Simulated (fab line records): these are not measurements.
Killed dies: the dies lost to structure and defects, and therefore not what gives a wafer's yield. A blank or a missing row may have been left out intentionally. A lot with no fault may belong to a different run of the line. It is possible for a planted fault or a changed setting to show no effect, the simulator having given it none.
fab line records    flow n5_finfet
[record] lots = 4  wafers = 12  last_day = 17
route steps=1938 shown BEOL_M9@1437 BEOL_M10@1470 BEOL_M15@1830
lots with no fault: from the same line, run without faults
start_h: the number of hours between the record's first day and the start of the first shown wafer of the lot    wait_h: time in hours since the lot's previous step    " same as the row above    L1.1+2: one row covering several wafers at once    - value missing, or start not given    * or withheld: withheld    < > ~ a bound
route shown NAME@n: NAME is a module with steps in the file, n the number in the route of the first one    usual: mean/standard deviation taken from wafers without a fault    same: alike in all rows    chamber/n: place in a boat    sites: readings site by site    _std_site: standard deviation of those values    _edge_site: inner sites' mean taken away from outer sites' mean    radius_mm: how far each site lies from the wafer's centre    mask NAME#n: copy n    behind: the tool/chamber that last shaped the wafer    hold: cause of the lot's hold/its duration in hours/its outcome    device: transistor that didn't switch, given as n, p or np    end of line: tests run on the same wafers once the route is complete    a step given without rows: its recipe and nothing more    killed: dies lost to structure and defects at the first sort, not the wafer's yield    map: shows each die of a wafer: x if killed, . if not, _ if none is there
set.NAME: the setting as run; set.NAME@STEP: as run at that earlier step    model.NAME: the simulator's own value behind a step, which no gauge read
certain route steps with their lots: each step a table, each wafer a row
services: when a tool's chamber went out of use (start_h, in hours from the record's first day, below 0 if earlier), for how many hours, and the reason
[[steps]]
[step N5_BEOL_M9_DESCUM_33]
[recipe] chemistry = O2  time_s = 7  source_power_w = 50  bias_power_w = 20  pressure_mtorr = 20  rf_frequency_hz = 2.712e+07  temp_c = 40  resist = CAR-EUV  o2_flow_sccm = 225
[step N5_BEOL_M9_ETCH_76]
[recipe] chemistry = N2/H2  target = underlayer  target_depth_a = 65  mask_material = CAR-EUV  time_s = 5.2  ion_energy_ev = 200  pressure_mtorr = 30  source_w = 840  bias_w = 150  n2_flow_sccm = 200  h2_flow_sccm = 200  ends = cleared
[step N5_BEOL_M9_ETCH_65]
[recipe] chemistry = CF4  target = SiARC  target_depth_a = 156  mask_material = CAR-EUV  time_s = 26  ion_energy_ev = 80  pressure_mtorr = 40  source_w = 545  bias_w = 36  Ar_flow_sccm = 100  cf4_flow_sccm = 100  ends = cleared
[step N5_BEOL_M9_ETCH_66]
[recipe] chemistry = N2/H2  target = SOC  target_depth_a = 800  overetch_a = 160  mask_material = SiARC  temp_c = 40  time_s = 120  ion_energy_ev = 200  pressure_mtorr = 30  source_w = 840  bias_w = 150  n2_flow_sccm = 200  h2_flow_sccm = 200
[step N5_BEOL_M9_STRIP_69]
[recipe] chemistry = N2/H2  temp_c = 40  n2_flow_sccm = 200  h2_flow_sccm = 200  rf_frequency_hz = 6e+07
[step N5_BEOL_M9_STRIP_77]
[recipe] chemistry = N2/H2  temp_c = 40  n2_flow_sccm = 200  h2_flow_sccm = 200  rf_frequency_hz = 6e+07
[step N5_BEOL_M9_VIA_ETCH_34]
[recipe] chemistry = C4F6/O2  target = SiCOH_lowk  target_depth_a = 1824  mask_material = SOC  taper_deg = 4  time_s = 68.4  ion_energy_ev = 250  pressure_mtorr = 30  source_w = 345  bias_w = 185  Ar_flow_sccm = 300  C4F6_flow_sccm = 10  O2_flow_sccm = 10
[step N5_BEOL_M9_STRIP_73]
[recipe] chemistry = C4F6/O2  resist = SiARC  rf_frequency_hz = 6e+07
[step N5_BEOL_M9_STRIP_36]
[recipe] chemistry = N2/H2  power_w = 450  temp_c = 40  pressure_mtorr = 20  rf_frequency_hz = 6e+07  overash_fraction = 0.3  bias_power_w = 7  h2_frac = 0.5  n2_flow_sccm = 200  h2_flow_sccm = 200
[step N5_BEOL_M9_TRENCH_ETCH_37]
[recipe] chemistry = C4F6/O2  target_depth_a = 1514.3  target = SiCOH_lowk  time_s = 49  ion_energy_ev = 250  pressure_mtorr = 30  source_w = 345  bias_w = 185  Ar_flow_sccm = 300  C4F6_flow_sccm = 10  O2_flow_sccm = 10
[usual] drypump_motor_current_A = 5.9/0.45  oes_f_703_au = 0.74/0.069  oes_o_777_au = 0.74/0.071  oes_product_au = 0.74/0.077  rf_fwd_power_W = 341.5/1.4  rf_vpp_V = 667/8.3  showerhead_plenum_p_Torr = 2.85/0.1  throttle_valve_pct = 20.97/0.16
lot.wafer  tool         chamber  start_h  wait_h  drypump_motor_current_A  oes_f_703_au  oes_o_777_au  oes_product_au  rf_fwd_power_W  rf_hours_counter_h  rf_vpp_V  showerhead_plenum_p_Torr  throttle_valve_pct  model.BEOL_M9.feature_depth_nm  model.etch.depth_nm  model.TiN_of_BEOL_M9_HM_DEP_02.thk_nm
L437.2     rie_diel-03  3        241.33   -       5.3                      0.72          0.71          0.72            341.6           193                 664       2.72                      21.18               149.4                           149.4                15.8
L437.4     "            1        "        "       6.5                      0.72          0.73          0.71            343.7           -                   662       2.80                      20.95               152                             151.9                15.8
L437.6     "            3        "        "       5.3                      0.72          0.71          0.72            342.2           -                   662       2.72                      21.16               149                             149                  16.2
L440.1     rie_diel-03  3        253.79   -       5.3                      0.93          0.89          0.75            426.5           196                 595       2.72                      21.18               159.6                           159.6                15.4
L440.4     "            1        "        "       6.5                      0.93          0.92          0.74            425.2           205                 595       2.80                      20.99               165                             164.9                15.8
L440.6     "            3        "        "       5.3                      0.93          0.89          0.75            425.3           -                   592       2.72                      21.18               162.6                           162.5                15.6
L441.1     rie_diel-03  3        263.22   -       5.3                      0.93          0.89          0.74            424.5           199                 594       2.72                      21.17               161                             161                  15.2
L441.4     "            0        "        "       5.9                      1.23          1.18          1.02            425.0           4                   609       3.04                      20.78               168.4                           168.5                15.2
L441.5     "            0        "        "       5.9                      1.23          1.18          1.02            425.2           -                   609       3.04                      20.80               168                             167.9                15.4
L453.3     rie_diel-02  2        346.15   -       6.2                      0.69          0.70          0.69            342.3           214                 663       2.80                      20.80               147.2                           147.2                16
L453.5     "            2        "        "       6.1                      0.70          0.69          0.69            342.2           -                   662       2.80                      20.81               147.2                           147.3                16
L453.6     "            3        "        "       6.6                      0.86          0.88          0.88            336.3           -                   674       2.90                      20.85               153.2                           153.1                15.6
[step N5_BEOL_M9_ETCH_41]
[recipe] chemistry = CH3F/O2  target = SiCN  target_depth_a = 366  taper_deg = 2  time_s = 70.1  ion_energy_ev = 120  mask_material = TiN  pressure_mtorr = 30  source_w = 395  bias_w = 75  Ar_flow_sccm = 150  CH3F_flow_sccm = 30  O2_flow_sccm = 20
[step N5_BEOL_M9_STRIP_80]
[recipe] chemistry = N2/H2  time_s = 10  power_w = 450  temp_c = 40  pressure_mtorr = 20  rf_frequency_hz = 6e+07  bias_power_w = 7  n2_flow_sccm = 200  h2_flow_sccm = 200
[step N5_BEOL_M9_OCD_MEAS_38]
[usual] trench_depth_nm = 150.8/2.4
lot.wafer  tool    chamber  start_h  wait_h  trench_depth_nm
L437.2     ocd-02  -        241.50   -       149.7
L437.4     "       -        "        "       151.6
L437.6     "       -        "        "       148.9
L440.1     ocd-01  -        253.96   -       160.5
L440.4     "       -        "        "       165.1
L440.6     "       -        "        "       162.0
L441.1     ocd-01  -        263.39   -       161.1
L441.4     "       -        "        "       168.6
L441.5     "       -        "        "       168.1
L453.3     ocd-02  -        346.33   -       146.9
L453.5     "       -        "        "       147.6
L453.6     "       -        "        "       152.7
[step N5_BEOL_M9_HM_STRIP_39]
[recipe] chemistry = peroxide_tin_strip  material = TiN  target_depth_a = 250  temp_c = 50  time_s = 158
[step N5_BEOL_M9_SRD_40]
[recipe] time_s = 30  temp_c = 23  rinse_liquid = diw  dry = ipa_marangoni
[step N5_BEOL_M9_PRECLEAN_42]
[recipe] chemistry = residue_remover  time_s = 60  temp_c = 40
[step N5_BEOL_M9_SRD_43]
[recipe] time_s = 30  temp_c = 23  rinse_liquid = diw  dry = ipa_marangoni
[step N5_BEOL_M9_CURE_72]
[recipe] temp_c = 370  time_s = 120  ambient = DMADMS/He  material = SiCOH_lowk
[step N5_BEOL_M9_DEGAS_44]
[recipe] ambient = vacuum  temp_c = 250  time_s = 60
[step N5_BEOL_M9_PRE_CLEAN_45]
[recipe] gas = H2/He  time_s = 30  temp_c = 250
[step N5_BEOL_M9_ALD_74]
[recipe] material = TaN  target_thk_a = 20  temp_c = 275  ald_precursor_family = PDMAT  ald_co_reactant = NH3  pressure_torr = 3  carrier_flow_sccm = 1500  pulse_time_s = 2  purge_time_s = 3  co_reactant_purge_time_s = 2  co_reactant_pulse_time_s = 3  ald_cycles = 40  precursor_vessel_temp_c = 75  precursor_vessel_pressure_torr = 26.25  precursor_vessel_carrier_sccm = 1000
[step N5_BEOL_M9_SURFACE_TREAT_79]
[recipe] gas = Ar  time_s = *  ion_energy_ev = *  ion_current_ma_cm2 = 0.5  pressure_mtorr = *  ar_flow_sccm = 30
[step N5_BEOL_M9_CVD_78]
[recipe] material = Co  target_thk_a = 20  temp_c = withheld  precursor = CCTBA/H2  pressure_torr = 30  time_s = 138.9
[step N5_BEOL_M9_SPUTTER_48]
[recipe] material = Cu  target_thk_a = 120  temp_c = -20  bias_v = 60  power_w = 26000  chamber_pressure_pa = 0.13  time_s = 2
[step N5_BEOL_M9_ECD_50]
[recipe] material = Cu  target_thk_a = 3180
[step N5_BEOL_M9_ANNEAL_51]
[recipe] temp_c = 225  time_s = 90  ambient = N2
[step N5_BEOL_M9_CMP_52]
[recipe] stop_on = SiCOH_lowk  t_overpolish_s = 7  down_force_psi = 1  platen_rpm = 50  clearing_platen_down_force_psi = 1.5  clearing_platen_rpm = 50  post_cmp_clean = cu_alkaline  target_thk_nm = 140  clearing_platen_pad_velocity_m_s = 0.99484  pad_velocity_m_s = 0.99484
[usual] barrier_field_endpoint_s = 29.0/0.81  motor_current_A = 6.1/0.57  overpolish_run_s = 6.998/0.0093  pad_life_wafers = 878/560  slurry_filter_dp_kPa = 13.51/0.13  time_to_endpoint_s = 67/3.1
lot.wafer  tool    chamber  start_h  wait_h  barrier_field_endpoint_s  motor_current_A  overpolish_run_s  pad_life_wafers  slurry_filter_dp_kPa  time_to_endpoint_s  model.Cu_of_BEOL_M9_ECD_50.thk_nm
L437.4     cmp-04  3        244.82   0.1     30.2                      6.0              7.005             882              13.48                 70                  140.4
L437.2     "       1        "        "       28.0                      4.6              6.991             884              13.58                 63                  137.2
L437.6     "       3        "        "       29.8                      6.0              7.005             -                13.51                 69                  138.2
L440.1     cmp-02  2        256.85   0.3     28.6                      6.2              6.997             1608             13.57                 65                  149.6
L440.4     "       1        "        "       29.8                      5.7              6.986             1611             13.60                 64                  153.6
L440.6     "       2        "        "       29.1                      6.2              7.008             -                13.28                 61                  153.2
L441.4     cmp-04  2        266.24   0.3     28.6                      6.1              7.016             1046             13.56                 69                  158
L441.1     "       3        "        "       30.3                      5.7              6.995             1047             13.46                 73                  151
L441.5     "       1        "        "       28.6                      4.8              6.991             -                13.49                 66                  155.2
L453.3     cmp-01  3        348.30   0.3     28.7                      6.6              7.007             763              13.70                 71                  134.8
L453.6     "       2        "        "       28.1                      6.0              6.997             -                13.70                 65                  141.8
L453.5     "       3        "        "       28.1                      6.1              7.006             -                13.37                 68                  135.2
[step N5_BEOL_M9_THK_MEAS_53]
[recipe] thk_meas_gauge = xrf  reads = Cu_of_BEOL_M9_ECD_50
[usual] M9_THK = 139.8/2.7
lot.wafer  tool           chamber  start_h  wait_h  M9_THK[nm]
L437.2     film_metro-02  -        245.11   -       137.1
L437.4     "              -        "        "       140.1
L437.6     "              -        "        "       138.4
L440.1     film_metro-01  -        257.15   -       151.8
L440.4     "              -        "        "       155.4
L440.6     "              -        "        "       154.1
L441.1     film_metro-02  -        266.46   -       152.8
L441.4     "              -        "        "       159.8
L441.5     "              -        "        "       157.3
L453.3     film_metro-02  -        348.56   -       134.7
L453.5     "              -        "        "       134.9
L453.6     "              -        "        "       141.4
[step N5_BEOL_M9_PRE_CLEAN_55]
[recipe] gas = NH3  time_s = 15  temp_c = withheld  rf_power_w = 300
[step N5_BEOL_M9_DEP_56]
[recipe] material = SiCN  target_thk_a = 150  temp_c = withheld  precursor = 3MS/NH3  pressure_torr = 3  rf_w = 202  time_s = 26.5
[step N5_BEOL_M9_RS_MEAS_57]
[recipe] thk_meas_gauge = four-point-probe  reads = Cu_of_BEOL_M9_ECD_50+Co_of_BEOL_M9_CVD_78+TaN_of_BEOL_M9_ALD_74
[usual] M9_RS = 0.151/0.0031
lot.wafer  tool           chamber  start_h  wait_h  M9_RS[ohm/sq]
L437.2     film_metro-02  -        245.25   0.1     0.154
L437.4     "              -        "        "       0.150
L437.6     "              -        "        "       0.153
L440.1     film_metro-02  -        257.28   0.1     0.140
L440.4     "              -        "        "       0.136
L440.6     "              -        "        "       0.137
L441.1     film_metro-02  -        266.60   0.1     0.139
L441.4     "              -        "        "       0.132
L441.5     "              -        "        "       0.135
L453.3     film_metro-01  -        348.70   0.1     0.157
L453.5     "              -        "        "       0.156
L453.6     "              -        "        "       0.149
[step N5_BEOL_M10_ILD_DEP_00]
[recipe] material = SiCOH_lowk  target_thk_a = 3085.1  temp_c = 300  precursor = DEMS/porogen  pressure_torr = 5  rf_w = 500  time_s = 58
[step N5_BEOL_M10_CURE_71]
[recipe] temp_c = 385  time_s = 240  ambient = He/Ar  material = SiCOH_lowk
[step N5_BEOL_M10_PECVD_70]
[recipe] material = SiO2  target_thk_a = 200  temp_c = 400  precursor = TEOS/O2  pressure_torr = 5.5  rf_w = 450  teos_flow_sccm = 53.8  gas = O2  flow_sccm = 3000  time_s = 22.7
[step N5_BEOL_M10_HM_DEP_02]
[recipe] material = TiN  target_thk_a = 200  temp_c = 25  chamber_pressure_pa = 0.49996
[step N5_BEOL_M10_COAT_59]
[recipe] resist = SOC  temp_c = 250  time_s = 60  spin_rpm = 1500  resist_thk_nm = 100
[step N5_BEOL_M15_RC_MEAS_101]
[usual] COMB_M10 = 1.5e-11/3e-12  COMB_M11 = 1.5e-11/3.4e-12  COMB_M12 = 7.1e-12/1.4e-12  COMB_M13 = 5.3e-12/1.2e-12  COMB_M14 = 4e-12/1e-12  COMB_M15 = 3e-12/7e-13  COMB_M5 = 3.7e-11/7.4e-12  COMB_M6 = 2.6e-11/5.6e-12  COMB_M7 = 2.6e-11/5.2e-12  COMB_M8 = 2.7e-11/5.1e-12  COMB_M9 = 1.53e-11/3e-12  SERP_M10 = 3.05/0.081  SERP_M11 = 3.08/0.087  SERP_M11_max_site = 3.18/0.085  SERP_M12 = 0.640/0.016  SERP_M13 = 0.311/0.0067  SERP_M14 = 0.161/0.0034  SERP_M5 = 38.1/1.5  SERP_M6 = 13.8/0.53  SERP_M6_max_site = 14.4/0.62  SERP_M7 = 13.7/0.52  SERP_M8 = 13.9/0.49  SERP_M9 = 3.08/0.075  SERP_M9_max_site = 3.17/0.083
lot.wafer  tool       chamber  start_h  wait_h  COMB_M10[S/m]  COMB_M11[S/m]  COMB_M12[S/m]  COMB_M13[S/m]  COMB_M14[S/m]  COMB_M15[S/m]  COMB_M5[S/m]  COMB_M6[S/m]  COMB_M7[S/m]  COMB_M8[S/m]  COMB_M9[S/m]  SERP_M10[ohm/um]  SERP_M11[ohm/um]  SERP_M11_max_site[ohm/um]  SERP_M12[ohm/um]  SERP_M13[ohm/um]  SERP_M14[ohm/um]  SERP_M5[ohm/um]  SERP_M6[ohm/um]  SERP_M6_max_site[ohm/um]  SERP_M7[ohm/um]  SERP_M8[ohm/um]  SERP_M9[ohm/um]  SERP_M9_max_site[ohm/um]
L437.2     prober-01  0        298.48   0.2     1.6e-11        1.3e-11        7.4e-12        4.6e-12        4.9e-12        3.6e-12        3.4e-11       3.5e-11       2.4e-11       3.2e-11       1.4e-11       3.08              3.13              3.21                       0.631             0.305             0.161             37.6             12.8             13.3                      13.9             14.2             3.21             3.31
L437.4     "          0        "        "       1.7e-11        1.6e-11        6.6e-12        5.1e-12        6.9e-12        3.5e-12        4.2e-11       4.2e-11       2.9e-11       2.3e-11       1.37e-11      3.07              3.08              3.17                       0.629             0.309             0.162             37.3             14.2             14.7                      12.9             13.1             3.09             3.19
L437.6     "          0        "        "       1.7e-11        1.4e-11        7.5e-12        6.3e-12        4.2e-12        4e-12          3.2e-11       3.5e-11       2.8e-11       2.3e-11       1.43e-11      3.04              3.15              3.17                       0.616             0.305             0.160             37.7             14.2             14.4                      14.0             13.8             3.13             3.23
L440.1     prober-02  0        304.13   0.0     1.1e-11        1.4e-11        5.9e-12        4e-12          4.4e-12        2.9e-12        3.2e-11       1.4e-11       2.6e-11       3.1e-11       1.41e-11      3.10              3.05              3.16                       0.648             0.318             0.158             38.9             13.6             14.9                      13.1             13.9             2.79             2.92
L440.4     "          0        "        "       1.6e-11        1.7e-11        6.9e-12        5.5e-12        2.8e-12        2.8e-12        3e-11         3e-11         2.6e-11       2.4e-11       1.37e-11      3.07              3.06              3.10                       0.634             0.311             0.162             38.1             14.3             14.7                      13.1             14.7             2.74             2.78
L440.6     "          0        "        "       1e-11          1.7e-11        5.7e-12        3.1e-12        3.4e-12        3.6e-12        4.2e-11       2.4e-11       2.4e-11       2.7e-11       1.46e-11      3.14              2.88              2.97                       0.629             0.322             0.162             40.6             14.6             15.2                      13.0             14.1             2.70             2.79
L441.1     prober-02  0        310.29   0.0     1.2e-11        1.1e-11        5.1e-12        4.6e-12        3.7e-12        3.8e-12        3.9e-11       2e-11         3.7e-11       2.4e-11       1.29e-11      3.12              3.17              3.21                       0.619             0.307             0.164             36.7             13.3             13.7                      13.4             14.2             2.75             2.88
L441.4     "          0        "        "       1.2e-11        1.5e-11        5.6e-12        5.2e-12        2.8e-12        4.1e-12        3.2e-11       2.3e-11       2.8e-11       2.9e-11       1.39e-11      3.08              3.17              3.24                       0.610             0.312             0.165             35.1             12.7             13.1                      14.1             14.1             2.65             2.79
L441.5     "          0        "        "       1.8e-11        8e-12          6.2e-12        5.6e-12        2.6e-12        2.4e-12        3e-11         3.2e-11       2.2e-11       2.2e-11       1.74e-11      3.14              3.18              3.24                       0.612             0.308             0.158             35.6             13.3             13.8                      13.9             14.4             2.74             2.88
L453.3     prober-02  0        383.62   0.5     1.4e-11        1e-11          7e-12          5.5e-12        2.5e-12        2.7e-12        3.8e-11       4e-11         2.1e-11       3e-11         1.15e-11      2.87              2.98              3.10                       0.610             0.305             0.157             37.9             14.3             15.5                      14.9             13.5             3.21             3.24
L453.5     "          0        "        "       1e-11          1.8e-11        6.4e-12        4.5e-12        2.4e-12        2.6e-12        4.5e-11       2.1e-11       2.3e-11       2.2e-11       1.07e-11      2.91              3.15              3.27                       0.623             0.318             0.157             37.6             13.4             13.9                      14.1             14.0             3.15             3.23
L453.6     "          0        "        "       1.2e-11        1.2e-11        5.8e-12        4.8e-12        4.2e-12        3.1e-12        2.8e-11       3.2e-11       2.2e-11       2.4e-11       1.53e-11      3.12              3.10              3.13                       0.645             0.306             0.163             35.2             15.0             15.4                      13.7             14.0             2.96             3.07
// sites SERP_M9 radius_mm=0,75,75,75,75,140,140,140,140
L437.2 3.15 3.19 3.18 3.21 3.20 3.25 3.27 3.30 3.31
L440.1 2.73 2.76 2.79 2.78 2.76 2.84 2.92 2.82 2.88
L441.1 2.68 2.71 2.71 2.70 2.75 2.87 2.84 2.81 2.88
L453.3 3.24 3.23 3.24 3.23 3.21 3.07 3.09 3.07 3.09
[[services]]
tool         chamber  start_h  hours  kind
rie_diel-03  0        225.48   -      clean
rie_diel-03  0        225.48   -      consumable_replace:focus_ring
rie_diel-03  0        225.48   -      consumable_replace:showerhead
rie_diel-03  0        225.48   21.1   scheduled_down
rie_diel-03  0        225.48   21.1   vent_cycle
cmp-01       -        236.34   4.0    pm
cmp-01       -        240.34   -      consumable_replace:conditioner
cmp-01       -        240.34   -      consumable_replace:pad
rie_diel-02  3        249.69   7.0    repair
cmp-02       -        313.69   4.0    pm
cmp-01       -        313.93   4.5    pm
cmp-02       -        317.69   -      consumable_replace:conditioner
cmp-02       -        317.69   -      consumable_replace:pad
cmp-02       -        320.54   0.4    repair
rie_diel-02  1        327.06   13.8   repair
rie_diel-03  2        333.27   7.1    repair
rie_diel-03  3        347.79   18.3   repair
[[key]]
[first_sign] step = N5_BEOL_M9_TRENCH_ETCH_37  reading = rf_fwd_power_W  direction = up  sigmas = 59  usual = *  struck = *
[effect] step = N5_BEOL_M9_TRENCH_ETCH_37  reading = rf_vpp_V  direction = down  sigmas = 8.2  usual = 667  struck = 599
[effect] step = N5_BEOL_M9_OCD_MEAS_38  reading = trench_depth_nm  direction = up  sigmas = 5.7  usual = 150.8  struck = 164.2
[effect] step = N5_BEOL_M9_THK_MEAS_53  reading = M9_THK  direction = up  sigmas = 5.6  usual = 139.8  struck = 155.2
[effect] step = N5_BEOL_M9_RS_MEAS_57  reading = M9_RS  direction = down  sigmas = 4.9  usual = 0.151  struck = 0.136
[effect] step = N5_BEOL_M15_RC_MEAS_101  reading = SERP_M9  direction = down  sigmas = 4.6  usual = 3.08  struck = 2.73
[model_effect] step = N5_BEOL_M9_TRENCH_ETCH_37  value = BEOL_M9.feature_depth_nm  without = 150.9  struck = 164.1
[model_effect] step = N5_BEOL_M9_CMP_52  value = Cu_of_BEOL_M9_ECD_50.thk_nm  without = 140.3  struck = 153.4
met_at N5_BEOL_M9_TRENCH_ETCH_37
struck_wafers L440.1,L440.4,L440.6,L441.1,L441.4,L441.5
onset_between 241.33 253.79
[fault] kind = process_parameter_drift  tool = rie_diel-03  chamber = -  onset_h = 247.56  steps = N5_BEOL_M9_TRENCH_ETCH_37  channel = source_w  offset = 82.8  shape = step  end_h = 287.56  acts_in = these_recipes_only  stated = 345
